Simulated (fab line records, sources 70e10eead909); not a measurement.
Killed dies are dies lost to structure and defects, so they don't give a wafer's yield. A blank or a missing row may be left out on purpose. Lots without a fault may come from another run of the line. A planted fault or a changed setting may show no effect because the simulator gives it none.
A struck lot beside a sound one | flow nand_harc | 39 steps out of a route of 1302
Sound: wafers L202.1, L202.5, L202.6. Struck: wafers L207.1, L207.4, L207.6. The cause comes at the end.
At each step with rows: each side's tool, then ch and its chambers, then its first start. Under that, the readings that differ: sound wafers | struck wafers | difference of the means | sigmas: that difference in standard deviations of wafers without a fault.
alike: readings whose means differ by less than 2 such deviations, and words and numbers that are the same on both sides. not compared: withheld readings, readings that some wafer has no value for, bounds like >300 that may hide the same value, and numbers for which the record gives no deviation and whose values overlap.
The two part at a step that has a row with sigmas, a row that says differs or no value, or rows on one side only. Numbers that don't overlap but have no deviation are shown without sigmas and don't part them. A reading that every wafer of one side lacks parts them only if that side has two wafers or more.

first, 6 steps without rows for these wafers: NHARC_A_CHANNEL_HOLE_D1_STRIP_42 (strips in CF4/CHF3); NHARC_A_CHANNEL_HOLE_D1_STRIP_43 (strips in O2/COS); NHARC_A_CHANNEL_HOLE_D1_ETCH_44 (etches the open film in CF4/O2, target depth 140 nm, overetch 14 nm, time 77 s); NHARC_A_CHANNEL_HOLE_D1_STRIP_27 (strips in O2); NHARC_A_CHANNEL_HOLE_D1_PRECLEAN_28 (cleans in SC1); NHARC_A_CHANNEL_HOLE_D1_SRD_29.
NHARC_A_CHANNEL_HOLE_D1_CD_MEAS_30:
  sound on cd_sem-02, day 9 18:23; struck on cd_sem-02, day 11 17:04
  reading    | sound          | struck         | difference | sigmas
  cd_nm (nm) | 89.5 88.3 89.1 | 90.9 90.0 91.7 | +1.9       | +2
then, 1 step without rows for these wafers: NHARC_A_CHANNEL_HOLE_D1_XSEM_31.
NHARC_A_CHANNEL_HOLE_D1_INSPECT_40:
  sound on defect_inspect-02, day 9 18:35; struck on defect_inspect-01, day 11 17:16
  alike: raw_defect_count
then, 2 steps without rows for these wafers: NHARC_A_CHANNEL_FILL_D1_PRECLEAN_00 (cleans in SC1); NHARC_A_CHANNEL_FILL_D1_SRD_01.
NHARC_A_CHANNEL_FILL_D1_ALD_02: deposits SiO2, target thk 6 nm, pulse time 10 s, ald cycles 60.
  sound on ald_hk-03 ch 0,3, day 9 18:47; struck on ald_hk-02 ch 0,2,3, day 11 17:36
  alike: heater_power_w, precursor_pulse_height_rel
NHARC_A_CHANNEL_FILL_D1_ALD_03: deposits SiNx, target thk 6 nm, pulse time 60 s, ald cycles 58.
  sound on ald_sin_batch-02 ch 0, day 9 22:13; struck on ald_sin_batch-03 ch 0, day 11 20:53
  alike: precursor_pulse_height_rel
then, 5 steps without rows for these wafers: NHARC_A_CHANNEL_FILL_D1_ALD_14 (deposits SiO2, target thk 2.5 nm, pulse time 10 s, ald cycles 25); NHARC_A_CHANNEL_FILL_D1_ALD_15 (deposits SiNx, target thk 2 nm, pulse time 60 s, ald cycles 19); NHARC_A_CHANNEL_FILL_D1_ALD_16 (deposits SiO2, target thk 1.5 nm, pulse time 10 s, ald cycles 15); NHARC_A_CHANNEL_FILL_D1_ANNEAL_17 (time 1800 s); NHARC_A_CHANNEL_FILL_D1_CVD_18 (deposits poly-Si, target thk 3 nm).
NHARC_A_CHANNEL_FILL_D1_ETCHBACK_19: etches the open film in HBr/Cl2, target depth 5 nm, time 1.7 s.
  sound on rie_si-03 ch 1,2,3, day 10 19:47; struck on rie_si-04 ch 0,1,2, day 12 17:26
  alike: bias_w, drypump_motor_current_A, oes_product_au, throttle_valve_pct
  not compared: rf_hours_counter_h
then, 1 step without rows for these wafers: NHARC_A_CHANNEL_FILL_D1_ETCHBACK_20 (etches the open film in C4F8/O2/Ar, target depth 27 nm, time 13.5 s).
NHARC_A_CHANNEL_FILL_D1_STRIP_28: strips in O2, time 20 s.
  sound on rie_diel-11 ch 0,1, day 10 19:59; struck on rie_diel-02 ch 0,3, day 12 17:39
  alike: drypump_motor_current_A, oes_product_au, rf_vpp_V, showerhead_plenum_p_Torr, throttle_valve_pct
  not compared: rf_hours_counter_h
then, 4 steps without rows for these wafers: NHARC_A_CHANNEL_FILL_D1_PRECLEAN_21 (cleans in dHF, time 30 s); NHARC_A_CHANNEL_FILL_D1_SRD_23; NHARC_A_CHANNEL_FILL_D1_CVD_05 (deposits poly-Si, target thk 5 nm); NHARC_A_CHANNEL_FILL_D1_ANNEAL_22 (time 7200 s).
NHARC_A_CHANNEL_FILL_D1_ALD_25: deposits SiOx, target thk 60 nm, pulse time 10 s, ald cycles 600.
  sound on ald_hk-03 ch 0,1, day 11 08:29; struck on ald_hk-03 ch 0,1,2, day 13 08:37
  alike: heater_power_w, precursor_pulse_height_rel
NHARC_A_CHANNEL_FILL_D1_ETCHBACK_08: etches the open film in C4F8, target depth 220 nm, time 110 s.
  sound on rie_diel-07 ch 1,2,3; struck on rie_diel-02 ch 2,3
  alike: oes_product_au, rf_vpp_V
  not compared: rf_hours_counter_h
then, 11 steps without rows for these wafers: NHARC_A_CHANNEL_FILL_D1_STRIP_29 (strips in O2, time 20 s); NHARC_A_CHANNEL_FILL_D1_PRECLEAN_30 (cleans in dHF, time 30 s); NHARC_A_CHANNEL_FILL_D1_SRD_31; NHARC_A_CHANNEL_FILL_D1_CVD_09 (deposits poly-Si, target thk 150 nm, time 3000 s); NHARC_A_CHANNEL_FILL_D1_CMP_10 (polishes, target thk 150 nm); NHARC_A_CHANNEL_FILL_D1_SRD_12; NHARC_A_DECK1_JOINT_ETCHBACK_07 (etches the open film in HBr, target depth 105 nm, time 26.9 s); NHARC_A_DECK1_JOINT_ETCH_25 (etches SiO2 in dHF, target depth 0.5 nm); NHARC_A_DECK1_JOINT_ETCH_19 (etches poly-Si in TMAH, target depth 3 nm); NHARC_A_DECK1_JOINT_ETCH_18 (etches SiO2 in dHF, target depth 3 nm); NHARC_A_DECK1_JOINT_WET_08 (chemistry H3PO4, time 86 s).
-- the record jumps here: 14 days lie between the struck wafers' starts before and after (it left off in module A_DECK1_JOINT and takes up again in module END, whose first step shown is number 1302 of the route) --
NHARC_END_SORT_01:
  the record has rows for the struck wafers here (prober-01 ch 0, day 27 09:17) and none for the sound ones

WHERE THEY PART
First at NHARC_A_CHANNEL_HOLE_D1_CD_MEAS_30; last, within this record, at NHARC_END_SORT_01.

WHY: what the simulator had put in
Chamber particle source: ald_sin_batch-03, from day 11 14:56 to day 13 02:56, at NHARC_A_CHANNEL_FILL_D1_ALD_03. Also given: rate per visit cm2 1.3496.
